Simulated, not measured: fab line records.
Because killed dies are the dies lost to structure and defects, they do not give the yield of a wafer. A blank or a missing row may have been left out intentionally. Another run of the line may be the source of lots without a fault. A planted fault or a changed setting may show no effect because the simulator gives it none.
fab line records	flow n5_finfet
[record] lots = 24	wafers = 72	last_day = 19
route steps=1938 shown BEOL_M13@1709 BEOL_M14@1730 BEOL_M15@1783
lots untouched by any fault: they come from a run of this same line in which no faults occurred
start_h: hours from the record's first day to the start of the lot's first wafer shown	wait_h: hours since the lot's step before	" repeats the value in the row above	L1.1+2: one row covering several wafers at once	- value missing, or start not given	* or withheld: withheld	< > ~ a bound
route shown NAME@n: NAME is a module with steps in the file, n the number in the route of the first one	usual: mean and standard deviation over wafers with no fault	same: alike in all rows	chamber/n: place in a boat	sites: per-site readings	_std_site: standard deviation of those values	_edge_site: mean of outer sites minus mean of inner sites	radius_mm: for every site, how far away it sits from the centre of the wafer	mask NAME#n: copy n	behind: tool/chamber where the wafer was last shaped	hold: why the lot was held/for how many hours/how that ended	device: names the non-switching transistor (n, p or np)	end of line: the route-end tests of the same wafers	where a step has no rows: the recipe by itself	killed: at the first sort, the dies lost to defects and structure; wafer yield is something else	map: per-die view of a wafer (x killed, . not killed, _ where there is no die)
set.NAME: setting as actually run; set.NAME@STEP: the setting as run at that earlier step	model.NAME: the simulator's own value behind a step, which no gauge read
steps of the route over a sample of lots; a table a step, a row a wafer
services: a tool's chamber out of use, with start hour (start_h, from the record's first day; less than 0 if before it), hours out, and reason
[[steps]]
[step N5_BEOL_M13_ANNEAL_48]
[recipe] temp_c = 225	time_s = 90	ambient = N2
[usual] wafer_temp_C_max = 226.3/0.42
[same] time_s = 90
lot.wafer	tool	chamber	start_h	wait_h	wafer_temp_C_max
L074.2	rtp_anneal-01	0	234.61	0.2	226.2
L074.3	"	0	"	"	225.8
L074.4	"	0	"	"	226.2
L076.2	rtp_anneal-01	0	249.22	0.2	226.1
L076.3	"	0	"	"	225.9
L076.5	"	0	"	"	226.0
L075.4	rtp_anneal-01	0	262.21	0.2	226.3
L075.5	"	0	"	"	226.0
L075.6	"	0	"	"	226.7
L077.4	rtp_anneal-02	0	268.41	0.2	226.8
L077.5	"	0	"	"	226.1
L077.6	"	0	"	"	226.1
L078.1	rtp_anneal-02	0	282.87	0.7	226.5
L078.3	"	0	"	"	227.7
L078.4	"	0	"	"	226.5
L079.2	rtp_anneal-01	0	285.98	0.2	225.9
L079.5	"	0	"	"	225.5
L079.6	"	0	"	"	225.9
L080.2	rtp_anneal-01	0	293.74	0.3	226.7
L080.3	"	0	"	"	226.2
L080.6	"	0	"	"	226.0
L083.2	rtp_anneal-02	0	304.19	0.2	227.1
L083.3	"	0	"	"	228.0
L083.6	"	0	"	"	227.0
L081.3	rtp_anneal-02	0	311.54	0.2	227.0
L081.5	"	0	"	"	226.7
L081.6	"	0	"	"	226.6
L082.2	rtp_anneal-01	0	311.56	0.2	226.0
L082.4	"	0	"	"	225.9
L082.5	"	0	"	"	226.1
L084.2	rtp_anneal-02	0	316.79	0.2	226.4
L084.3	"	0	"	"	226.4
L084.4	"	0	"	"	227.0
L085.1	rtp_anneal-01	0	329.15	0.2	226.4
L085.2	"	0	"	"	226.0
L085.3	"	0	"	"	226.2
L086.4	rtp_anneal-02	0	334.33	0.2	226.7
L086.5	"	0	"	"	227.5
L086.6	"	0	"	"	226.9
L089.3	rtp_anneal-01	0	336.77	0.3	226.3
L089.4	"	0	"	"	226.1
L089.5	"	0	"	"	225.9
L087.2	rtp_anneal-01	0	338.65	0.2	225.8
L087.4	"	0	"	"	226.0
L087.5	"	0	"	"	225.6
L088.2	rtp_anneal-01	0	342.81	0.2	226.4
L088.3	"	0	"	"	226.3
L088.5	"	0	"	"	226.2
L090.2	rtp_anneal-01	0	347.83	0.2	225.9
L090.3	"	0	"	"	226.2
L090.4	"	0	"	"	226.2
L092.2	rtp_anneal-01	0	356.54	0.2	226.0
L092.5	"	0	"	"	226.1
L092.6	"	0	"	"	225.8
L093.1	rtp_anneal-02	0	356.85	0.1	227.1
L093.3	"	0	"	"	226.7
L093.6	"	0	"	"	226.4
L091.1	rtp_anneal-02	0	360.89	0.1	226.2
L091.3	"	0	"	"	226.6
L091.6	"	0	"	"	226.8
L095.2	rtp_anneal-01	0	383.51	1.1	226.4
L095.3	"	0	"	"	226.2
L095.6	"	0	"	"	226.2
L094.1	rtp_anneal-01	0	383.74	1.2	226.2
L094.2	"	0	"	"	226.3
L094.3	"	0	"	"	226.2
L097.1	rtp_anneal-01	0	399.15	0.6	225.8
L097.3	"	0	"	"	225.8
L097.6	"	0	"	"	226.2
L096.4	rtp_anneal-01	0	411.16	0.4	226.4
L096.5	"	0	"	"	226.0
L096.6	"	0	"	"	226.4
[step N5_BEOL_M13_RS_MEAS_54]
[recipe] thk_meas_gauge = four-point-probe	reads = Cu_of_BEOL_M13_ECD_47+Ta_of_BEOL_M13_SPUTTER_44+TaN_of_BEOL_M13_SPUTTER_43
[usual] M13_RS = 0.0449/0.0007
lot.wafer	tool	chamber	start_h	wait_h	M13_RS[ohm/sq]
L074.2	film_metro-02	-	235.29	0.1	0.0445
L074.3	"	-	"	"	0.0454
L074.4	"	-	"	"	0.0456
L076.2	film_metro-01	-	249.90	0.1	0.0444
L076.3	"	-	"	"	0.0450
L076.5	"	-	"	"	0.0448
L075.4	film_metro-02	-	262.80	0.0	0.0450
L075.5	"	-	"	"	0.0455
L075.6	"	-	"	"	0.0446
L077.4	film_metro-02	-	269.00	0.0	0.0459
L077.5	"	-	"	"	0.0448
L077.6	"	-	"	"	0.0453
L078.1	film_metro-01	-	283.59	0.0	0.0450
L078.3	"	-	"	"	0.0442
L078.4	"	-	"	"	0.0457
L079.2	film_metro-02	-	286.65	0.1	0.0443
L079.5	"	-	"	"	0.0451
L079.6	"	-	"	"	0.0449
L080.2	film_metro-01	-	294.42	0.1	0.0443
L080.3	"	-	"	"	0.0444
L080.6	"	-	"	"	0.0438
L083.2	film_metro-01	-	304.88	0.1	0.0436
L083.3	"	-	"	"	0.0441
L083.6	"	-	"	"	0.0433
L081.3	film_metro-01	-	312.18	0.1	0.0454
L081.5	"	-	"	"	0.0448
L081.6	"	-	"	"	0.0450
L082.2	film_metro-01	-	312.24	0.1	0.0441
L082.4	"	-	"	"	0.0440
L082.5	"	-	"	"	0.0437
L084.2	film_metro-02	-	317.46	0.1	0.0436
L084.3	"	-	"	"	0.0442
L084.4	"	-	"	"	0.0451
L085.1	film_metro-01	-	329.88	0.0	0.0456
L085.2	"	-	"	"	0.0447
L085.3	"	-	"	"	0.0448
L086.4	film_metro-02	-	334.92	0.0	0.0450
L086.5	"	-	"	"	0.0450
L086.6	"	-	"	"	0.0453
L089.3	film_metro-01	-	337.40	0.1	0.0448
L089.4	"	-	"	"	0.0458
L089.5	"	-	"	"	0.0441
L087.2	film_metro-02	-	339.33	0.1	0.0457
L087.4	"	-	"	"	0.0451
L087.5	"	-	"	"	0.0453
L088.2	film_metro-01	-	343.48	0.1	0.0442
L088.3	"	-	"	"	0.0446
L088.5	"	-	"	"	0.0440
L090.2	film_metro-02	-	348.54	0.1	0.0451
L090.3	"	-	"	"	0.0460
L090.4	"	-	"	"	0.0457
L092.2	film_metro-01	-	357.21	0.1	0.0455
L092.5	"	-	"	"	0.0442
L092.6	"	-	"	"	0.0454
L093.1	film_metro-01	-	357.59	0.0	0.0447
L093.3	"	-	"	"	0.0446
L093.6	"	-	"	"	0.0449
L091.1	film_metro-02	-	361.63	0.0	0.0444
L091.3	"	-	"	"	0.0453
L091.6	"	-	"	"	0.0452
L095.2	film_metro-01	-	384.20	0.1	0.0461
L095.3	"	-	"	"	0.0446
L095.6	"	-	"	"	0.0444
L094.1	film_metro-02	-	384.55	0.0	0.0449
L094.2	"	-	"	"	0.0439
L094.3	"	-	"	"	0.0442
L097.1	film_metro-02	-	399.89	0.0	0.0451
L097.3	"	-	"	"	0.0463
L097.6	"	-	"	"	0.0468
L096.4	film_metro-01	-	411.75	0.0	0.0454
L096.5	"	-	"	"	0.0451
L096.6	"	-	"	"	0.0448
[step N5_BEOL_M14_ETCH_59]
[recipe] chemistry = N2/H2	target = BARC	target_depth_a = 890	overetch_a = 267	time_s = 67.9	ion_energy_ev = 200	pressure_mtorr = 30	source_w = 840	bias_w = 150	n2_flow_sccm = 200	h2_flow_sccm = 200
[usual] drypump_motor_current_A = 5.5/0.37	oes_product_au = 0.69/0.066	rf_vpp_V = 524.4/2	showerhead_plenum_p_Torr = 2.56/0.065	throttle_valve_pct = 17.86/0.19
[same] time_s = 67.9
lot.wafer	tool	chamber	start_h	wait_h	drypump_motor_current_A	oes_product_au	rf_hours_counter_h	rf_vpp_V	showerhead_plenum_p_Torr	throttle_valve_pct
L074.2	rie_diel-01	2	236.05	0.0	6.1	0.72	71	528.0	2.68	17.61
L074.3	"	0	"	"	5.3	0.72	78	528.0	2.68	17.64
L074.4	"	1	"	"	5.9	0.57	240	526.9	2.61	18.02
L076.2	rie_diel-02	3	250.78	0.0	5.1	0.62	198	526.8	2.63	17.84
L076.3	"	2	"	"	5.5	0.61	205	523.1	2.51	17.81
L076.5	"	2	"	"	5.5	0.61	-	523.8	2.51	17.80
L075.4	rie_diel-02	3	263.92	0.0	5.1	0.61	-	526.1	2.62	17.83
L075.5	"	1	"	"	4.7	0.68	-	522.7	2.55	18.10
L075.6	"	2	"	"	5.5	0.61	-	522.5	2.51	17.80
L077.4	rie_diel-04	1	269.70	0.0	5.4	0.72	-	523.2	2.48	17.90
L077.5	"	2	"	"	5.4	0.71	-	524.3	2.57	17.95
L077.6	"	3	"	"	5.6	0.69	-	523.6	2.56	17.87
L078.1	rie_diel-02	0	284.40	0.0	5.7	0.84	2	526.9	2.61	18.02
L078.3	"	1	"	"	4.6	0.67	131	523.8	2.55	18.11
L078.4	"	3	"	"	5.1	0.61	213	526.9	2.62	17.86
L079.2	rie_diel-01	2	287.54	0.0	6.1	0.71	85	527.7	2.67	17.65
L079.5	"	0	"	"	5.3	0.72	-	528.5	2.67	17.69
L079.6	"	2	"	"	6.1	0.71	-	527.9	2.67	17.65
L080.2	rie_diel-04	2	295.32	0.0	5.4	0.68	107	524.1	2.57	17.95
L080.3	"	0	"	"	5.7	0.83	5	521.0	2.49	17.53
L080.6	"	1	"	"	5.5	0.72	-	522.1	2.48	17.93
L083.2	rie_diel-01	0	305.78	0.0	5.2	0.71	97	527.0	2.67	17.68
L083.3	"	2	"	"	6.1	0.70	93	526.4	2.67	17.64
L083.6	"	1	"	"	5.9	0.83	-	526.0	2.60	17.59
L081.3	rie_diel-04	0	312.86	0.0	5.8	0.82	11	521.8	2.49	17.53
L081.5	"	3	"	"	5.6	0.69	-	525.2	2.56	17.87
L081.6	"	2	"	"	5.5	0.69	-	523.8	2.56	17.97
L082.2	rie_diel-02	0	313.28	0.0	5.7	0.79	15	525.9	2.61	18.05
L082.4	"	1	"	"	4.7	0.67	143	524.2	2.54	18.15
L082.5	"	3	"	"	5.1	0.60	-	526.4	2.62	17.88
L084.2	rie_diel-04	2	318.27	0.0	5.4	0.69	115	523.7	2.56	17.98
L084.3	"	3	"	"	5.6	0.68	100	524.3	2.56	17.87
L084.4	"	1	"	"	5.4	0.71	77	522.2	2.47	17.94
L085.1	rie_diel-04	3	330.72	0.0	5.6	0.68	105	525.4	2.56	17.87
L085.2	"	1	"	"	5.4	0.71	81	521.9	2.47	17.95
L085.3	"	0	"	"	5.8	0.79	18	521.9	2.49	17.55
L086.4	rie_diel-02	0	335.72	0.0	5.7	0.78	23	525.0	2.61	18.05
L086.5	"	0	"	"	5.6	0.77	-	525.7	2.61	18.03
L086.6	"	3	"	"	5.1	0.60	-	526.4	2.61	17.89
L089.3	rie_diel-04	1	338.43	0.0	5.4	0.69	84	523.2	2.47	17.97
L089.4	"	2	"	"	5.4	0.68	122	524.9	2.56	17.99
L089.5	"	0	"	"	5.8	0.79	-	522.8	2.49	17.55
L087.2	rie_diel-02	3	340.09	0.0	5.1	0.60	235	525.4	2.61	17.89
L087.4	"	2	"	"	5.5	0.59	233	522.2	2.50	17.85
L087.5	"	2	"	"	5.5	0.59	-	523.4	2.50	17.86
L088.2	rie_diel-02	3	344.16	0.0	5.1	0.60	237	525.6	2.61	17.91
L088.3	"	2	"	"	5.5	0.59	235	522.4	2.50	17.85
L088.5	"	3	"	"	5.1	0.60	-	526.1	2.61	17.90
L090.2	rie_diel-01	0	349.22	0.0	5.3	0.69	111	529.3	2.66	17.72
L090.3	"	3	"	"	5.7	0.70	95	521.5	2.46	17.73
L090.4	"	1	"	"	5.9	0.79	18	524.5	2.60	17.60
L092.2	rie_diel-04	1	358.07	0.0	5.4	0.69	91	521.2	2.47	17.97
L092.5	"	3	"	"	5.6	0.67	-	523.6	2.55	17.90
L092.6	"	0	"	"	5.7	0.78	-	522.0	2.48	17.57
L093.1	rie_diel-01	0	358.27	0.0	5.3	0.70	114	526.7	2.66	17.73
L093.3	"	3	"	"	5.7	0.70	98	521.9	2.46	17.76
L093.6	"	0	"	"	5.3	0.69	-	526.9	2.66	17.74
L091.1	rie_diel-01	3	362.31	0.0	5.7	0.69	100	522.4	2.46	17.75
L091.3	"	1	"	"	5.9	0.77	22	526.4	2.59	17.62
L091.6	"	1	"	"	5.9	0.79	-	525.9	2.59	17.63
L095.2	rie_diel-04	2	385.49	0.0	5.4	0.67	138	524.1	2.55	18.03
L095.3	"	0	"	"	5.8	0.77	37	522.6	2.48	17.60
L095.6	"	0	"	"	5.8	0.76	-	521.4	2.48	17.59
L094.1	rie_diel-02	2	385.53	0.0	5.5	0.58	250	523.6	2.49	17.87
L094.2	"	1	"	"	4.7	0.65	171	524.4	2.53	18.17
L094.3	"	3	"	"	5.1	0.59	248	525.9	2.61	17.93
L097.1	rie_diel-02	1	400.57	0.0	4.7	0.64	178	523.7	2.53	18.20
L097.3	"	0	"	"	5.7	0.73	49	523.4	2.59	18.10
L097.6	"	0	"	"	5.6	0.73	-	524.2	2.59	18.10
L096.4	rie_diel-02	1	412.66	0.0	4.7	0.63	-	523.1	2.53	18.21
L096.5	"	3	"	"	5.1	0.86	-	526.4	2.61	17.53
L096.6	"	0	"	"	5.7	0.73	-	524.8	2.59	18.10
[step N5_BEOL_M14_OVL_MEAS_29]
[recipe] points_per_wafer = 44
[usual] M14_OVL = 0/5.4
lot.wafer	tool	chamber	start_h	wait_h	M14_OVL[nm]
L074.2	overlay-01	0	236.93	0.0	3
L074.3	"	0	"	"	-3
L074.4	"	0	"	"	6
L076.2	overlay-01	0	251.66	0.0	3
L076.3	"	0	"	"	6
L076.5	"	0	"	"	1
L075.4	overlay-01	0	264.65	0.0	-2
L075.5	"	0	"	"	0
L075.6	"	0	"	"	2
L077.4	overlay-02	0	270.56	0.0	0
L077.5	"	0	"	"	1
L077.6	"	0	"	"	1
L078.1	overlay-02	0	285.28	0.0	-11
L078.3	"	0	"	"	-8
L078.4	"	0	"	"	-3
L079.2	overlay-01	0	288.30	0.0	-9
L079.5	"	0	"	"	-6
L079.6	"	0	"	"	-6
L080.2	overlay-01	0	296.21	0.0	4
L080.3	"	0	"	"	-2
L080.6	"	0	"	"	8
L083.2	overlay-02	0	306.54	0.0	-1
L083.3	"	0	"	"	1
L083.6	"	0	"	"	6
L081.3	overlay-01	0	313.76	0.0	6
L081.5	"	0	"	"	-2
L081.6	"	0	"	"	-3
L082.2	overlay-01	0	314.04	0.0	-3
L082.4	"	0	"	"	-2
L082.5	"	0	"	"	-2
L084.2	overlay-01	0	319.03	0.0	6
L084.3	"	0	"	"	6
L084.4	"	0	"	"	12
L085.1	overlay-02	0	331.61	0.0	1
L085.2	"	0	"	"	-6
L085.3	"	0	"	"	-6
L086.4	overlay-01	0	336.48	0.0	-3
L086.5	"	0	"	"	-3
L086.6	"	0	"	"	-2
L089.3	overlay-02	0	339.19	0.0	3
L089.4	"	0	"	"	-4
L089.5	"	0	"	"	-3
L087.2	overlay-01	0	340.85	0.0	0
L087.4	"	0	"	"	7
L087.5	"	0	"	"	6
L088.2	overlay-02	0	344.92	0.0	2
L088.3	"	0	"	"	3
L088.5	"	0	"	"	1
L090.2	overlay-02	0	350.10	0.0	-12
L090.3	"	0	"	"	-13
L090.4	"	0	"	"	-18
L092.2	overlay-02	0	358.96	0.0	-1
L092.5	"	0	"	"	-2
L092.6	"	0	"	"	-10
L093.1	overlay-02	0	359.15	0.0	0
L093.3	"	0	"	"	-10
L093.6	"	0	"	"	-2
L091.1	overlay-01	0	363.20	0.0	1
L091.3	"	0	"	"	8
L091.6	"	0	"	"	9
L095.2	overlay-02	0	386.38	0.0	-3
L095.3	"	0	"	"	2
L095.6	"	0	"	"	-3
L094.1	overlay-02	0	386.54	0.0	-1
L094.2	"	0	"	"	-4
L094.3	"	0	"	"	-2
L097.1	overlay-01	0	401.32	0.0	3
L097.3	"	0	"	"	4
L097.6	"	0	"	"	3
L096.4	overlay-01	0	413.51	0.0	6
L096.5	"	0	"	"	11
L096.6	"	0	"	"	7
[step N5_BEOL_M14_STRIP_37]
[recipe] chemistry = O2	power_w = 600	temp_c = 60	pressure_mtorr = 30	rf_frequency_hz = 6e+07	bias_power_w = 0	overash_fraction = 0.3	o2_flow_sccm = 225
[usual] drypump_motor_current_A = 5.4/0.32	oes_product_au = 0.80/0.077	rf_vpp_V = 3.5/0.93	showerhead_plenum_p_Torr = 2.10/0.044	throttle_valve_pct = 16.72/0.14
lot.wafer	tool	chamber	start_h	wait_h	drypump_motor_current_A	oes_product_au	rf_hours_counter_h	rf_vpp_V	showerhead_plenum_p_Torr	throttle_valve_pct
L074.2	rie_diel-02	3	238.84	1.2	5.1	0.72	194	3.8	2.16	16.65
L074.3	"	1	"	"	4.7	0.81	113	3.8	2.11	16.85
L074.4	"	2	"	"	5.5	0.71	200	2.1	2.08	16.71
L076.2	rie_diel-02	0	252.79	0.5	5.7	0.67	247	1.8	2.15	17.16
L076.3	"	3	"	"	5.1	0.71	200	3.5	2.16	16.67
L076.5	"	0	"	"	5.7	0.67	-	2.1	2.15	17.14
L075.4	rie_diel-04	3	267.14	1.8	5.6	0.82	82	3.6	2.13	16.72
L075.5	"	3	"	"	5.6	0.83	-	2.4	2.12	16.73
L075.6	"	2	"	"	5.4	0.82	-	1.6	2.12	16.73
L077.4	rie_diel-02	3	272.61	1.1	5.1	0.71	-	4.8	2.16	16.67
L077.5	"	2	"	"	5.5	0.69	-	1.8	2.08	16.70
L077.6	"	1	"	"	4.6	0.78	-	3.9	2.10	16.89
L078.1	rie_diel-02	1	286.35	0.3	4.7	0.78	132	2.2	2.10	16.93
L078.3	"	3	"	"	5.1	0.69	214	4.0	2.15	16.69
L078.4	"	3	"	"	5.1	0.70	-	3.4	2.15	16.68
L079.2	rie_diel-04	0	293.07	3.9	5.7	0.99	4	4.5	2.06	16.45
L079.5	"	2	"	"	5.4	0.81	-	3.3	2.12	16.79
L079.6	"	1	"	"	5.4	0.85	-	4.1	2.04	16.62
L080.2	rie_diel-02	0	297.56	0.7	5.7	0.96	8	3.4	2.15	16.74
L080.3	"	3	"	"	5.1	0.70	218	3.2	2.15	16.71
L080.6	"	3	"	"	5.1	0.70	-	4.5	2.15	16.68
L083.2	rie_diel-04	3	307.49	0.0	5.6	0.81	96	4.6	2.12	16.75
L083.3	"	0	"	"	5.8	0.98	9	3.2	2.06	16.45
L083.6	"	2	"	"	5.4	0.83	-	3.2	2.12	16.77
L081.3	rie_diel-04	2	316.29	1.5	5.4	0.79	114	3.2	2.12	16.75
L081.5	"	3	"	"	5.6	0.81	-	2.9	2.12	16.76
L081.6	"	0	"	"	5.7	0.94	-	4.1	2.06	16.49
L082.2	rie_diel-02	2	317.04	2.0	5.5	0.71	225	2.7	2.08	16.70
L082.4	"	1	"	"	4.7	0.77	145	2.3	2.10	16.98
L082.5	"	2	"	"	5.5	0.68	-	4.3	2.08	16.73
L084.2	rie_diel-04	3	319.82	0.0	5.6	0.80	101	2.7	2.12	16.73
L084.3	"	2	"	"	5.4	0.81	116	3.8	2.12	16.75
L084.4	"	0	"	"	5.8	0.96	14	3.3	2.06	16.49
L085.1	rie_diel-02	1	332.73	0.5	4.7	0.78	150	3.5	2.09	16.97
L085.2	"	3	"	"	5.1	0.69	233	3.8	2.15	16.72
L085.3	"	0	"	"	5.6	0.91	22	3.6	2.14	16.76
L086.4	rie_diel-04	3	337.23	0.1	5.6	0.81	107	4.3	2.12	16.74
L086.5	"	2	"	"	5.5	0.80	-	3.4	2.11	16.78
L086.6	"	1	"	"	5.4	0.80	-	4.2	2.04	16.64
L089.3	rie_diel-04	2	340.17	0.3	5.4	0.81	123	2.7	2.11	16.75
L089.4	"	1	"	"	5.4	0.82	85	4.8	2.04	16.65
L089.5	"	0	"	"	5.8	0.92	-	3.5	2.06	16.47
L087.2	rie_diel-02	1	342.41	0.7	4.7	0.77	155	3.1	2.09	16.99
L087.4	"	0	"	"	5.7	0.91	26	3.5	2.14	16.75
L087.5	"	3	"	"	5.1	0.70	-	2.3	2.15	16.73
L088.2	rie_diel-04	2	346.59	1.0	5.4	0.81	125	4.2	2.11	16.82
L088.3	"	1	"	"	5.4	0.82	87	4.1	2.04	16.67
L088.5	"	2	"	"	5.4	0.79	-	4.8	2.11	16.80
L090.2	rie_diel-04	3	352.20	1.4	5.6	0.79	112	2.5	2.11	16.80
L090.3	"	0	"	"	5.7	0.91	26	3.2	2.06	16.48
L090.4	"	2	"	"	5.4	0.79	127	2.7	2.11	16.75
L092.2	rie_diel-02	1	360.17	0.5	4.7	0.76	162	4.3	2.09	17.02
L092.5	"	0	"	"	5.6	0.89	-	4.8	2.14	16.77
L092.6	"	1	"	"	4.7	0.75	-	1.5	2.09	16.99
L093.1	rie_diel-04	1	360.34	0.5	5.4	0.82	92	4.8	2.03	16.62
L093.3	"	0	"	"	5.7	0.93	29	2.9	2.05	16.53
L093.6	"	2	"	"	5.4	0.77	-	2.5	2.11	16.79
L091.1	rie_diel-04	0	366.03	2.2	5.8	0.90	31	3.8	2.05	16.49
L091.3	"	1	"	"	5.4	0.80	94	2.6	2.03	16.66
L091.6	"	3	"	"	5.6	0.77	-	4.8	2.11	16.80
L095.2	rie_diel-04	3	388.18	1.1	5.6	0.77	124	3.5	2.11	16.81
L095.3	"	2	"	"	5.4	0.78	139	2.7	2.11	16.78
L095.6	"	2	"	"	5.4	0.77	-	3.0	2.11	16.82
L094.1	rie_diel-01	1	388.35	1.1	5.9	0.87	33	3.6	2.13	16.36
L094.2	"	3	"	"	5.7	0.80	109	4.7	2.03	16.64
L094.3	"	2	"	"	6.1	0.79	120	3.1	2.20	16.62
L097.1	rie_diel-04	1	402.19	0.2	5.4	0.79	108	4.0	2.03	16.73
L097.3	"	0	"	"	5.7	0.89	44	2.0	2.05	16.54
L097.6	"	2	"	"	5.4	0.77	-	3.9	2.11	16.83
L096.4	rie_diel-01	0	416.98	2.8	5.3	0.78	135	2.9	2.18	16.52
L096.5	"	2	"	"	6.0	0.78	-	5.5	2.20	16.65
L096.6	"	3	"	"	5.7	0.78	-	4.4	2.02	16.66
[step N5_BEOL_M15_CD_MEAS_10]
[recipe] target_cd_nm = 360	landing_energy_ev = 500	detector = se_inlens	polarity = opening
[usual] cd_nm = 359.8/1
lot.wafer	tool	chamber	start_h	wait_h	cd_nm
L074.2	cd_sem-02	0	241.92	-	361.8
L074.3	"	0	"	"	362.1
L074.4	"	0	"	"	359.7
L076.2	cd_sem-02	0	255.12	-	361.1
L076.3	"	0	"	"	360.9
L076.5	"	0	"	"	360.6
L075.4	cd_sem-02	0	269.90	-	359.2
L075.5	"	0	"	"	359.2
L075.6	"	0	"	"	359.2
L077.4	cd_sem-01	0	275.56	-	359.6
L077.5	"	0	"	"	360.6
L077.6	"	0	"	"	360.0
L078.1	cd_sem-02	0	289.89	-	360.2
L078.3	"	0	"	"	361.4
L078.4	"	0	"	"	359.9
L079.2	cd_sem-01	0	295.69	-	359.1
L079.5	"	0	"	"	358.5
L079.6	"	0	"	"	359.0
L080.2	cd_sem-02	0	300.19	-	360.5
L080.3	"	0	"	"	361.2
L080.6	"	0	"	"	360.1
L083.2	cd_sem-02	0	309.78	-	360.5
L083.3	"	0	"	"	361.2
L083.6	"	0	"	"	359.4
L081.3	cd_sem-03	0	319.13	-	360.9
L081.5	"	0	"	"	360.9
L081.6	"	0	"	"	361.3
L082.2	cd_sem-03	0	319.78	-	360.7
L082.4	"	0	"	"	361.4
L082.5	"	0	"	"	360.2
L084.2	cd_sem-02	0	323.50	-	360.8
L084.3	"	0	"	"	360.2
L084.4	"	0	"	"	359.8
L085.1	cd_sem-03	0	335.33	-	360.4
L085.2	"	0	"	"	359.5
L085.3	"	0	"	"	359.3
L086.4	cd_sem-03	0	339.52	-	360.9
L086.5	"	0	"	"	359.6
L086.6	"	0	"	"	360.1
L089.3	cd_sem-01	0	342.51	-	360.4
L089.4	"	0	"	"	361.5
L089.5	"	0	"	"	361.0
L087.2	cd_sem-02	0	344.89	-	360.3
L087.4	"	0	"	"	359.2
L087.5	"	0	"	"	360.0
L088.2	cd_sem-03	0	348.82	-	360.7
L088.3	"	0	"	"	359.2
L088.5	"	0	"	"	361.1
L090.2	cd_sem-03	0	354.55	-	359.1
L090.3	"	0	"	"	359.8
L090.4	"	0	"	"	359.6
L092.2	cd_sem-03	0	362.60	-	359.2
L092.5	"	0	"	"	359.7
L092.6	"	0	"	"	358.9
L093.1	cd_sem-01	0	362.85	-	360.0
L093.3	"	0	"	"	360.2
L093.6	"	0	"	"	359.1
L091.1	cd_sem-01	0	368.81	-	358.0
L091.3	"	0	"	"	359.5
L091.6	"	0	"	"	359.8
L095.2	cd_sem-03	0	390.44	-	358.9
L095.3	"	0	"	"	358.1
L095.6	"	0	"	"	357.1
L094.1	cd_sem-03	0	390.73	-	360.1
L094.2	"	0	"	"	359.0
L094.3	"	0	"	"	359.1
L097.1	cd_sem-02	0	405.00	-	360.5
L097.3	"	0	"	"	358.6
L097.6	"	0	"	"	357.3
L096.4	cd_sem-02	0	420.34	-	360.1
L096.5	"	0	"	"	360.2
L096.6	"	0	"	"	359.9
[[services]]
tool	chamber	start_h	hours	kind
rie_diel-04	0	217.81	6.3	repair
rie_diel-02	2	227.15	4.2	repair
rie_diel-01	-	238.63	15.6	pm
rie_diel-02	2	252.28	2.4	repair
rie_diel-02	0	259.23	-	clean
rie_diel-02	0	259.23	-	consumable_replace:focus_ring
rie_diel-02	0	259.23	17.7	scheduled_down
rie_diel-02	0	259.23	17.7	vent_cycle
rie_diel-01	0	259.64	4.1	repair
rie_diel-02	-	260.12	2.8	pm
rie_diel-04	0	267.31	-	clean
rie_diel-04	0	267.31	-	consumable_replace:focus_ring
rie_diel-04	0	267.31	12.7	scheduled_down
rie_diel-04	0	267.31	12.7	vent_cycle
rie_diel-04	-	297.70	2.8	pm
rie_diel-01	-	310.45	2.8	pm
rie_diel-01	0	331.37	1.3	repair
rie_diel-01	-	334.23	0.9	repair
rie_diel-02	3	377.10	7.1	repair
rie_diel-02	3	390.12	-	clean
rie_diel-02	3	390.12	-	consumable_replace:focus_ring
rie_diel-02	3	390.12	21.2	scheduled_down
rie_diel-02	3	390.12	21.2	vent_cycle
rie_diel-01	0	404.24	1.7	repair
[[key]]
fault none
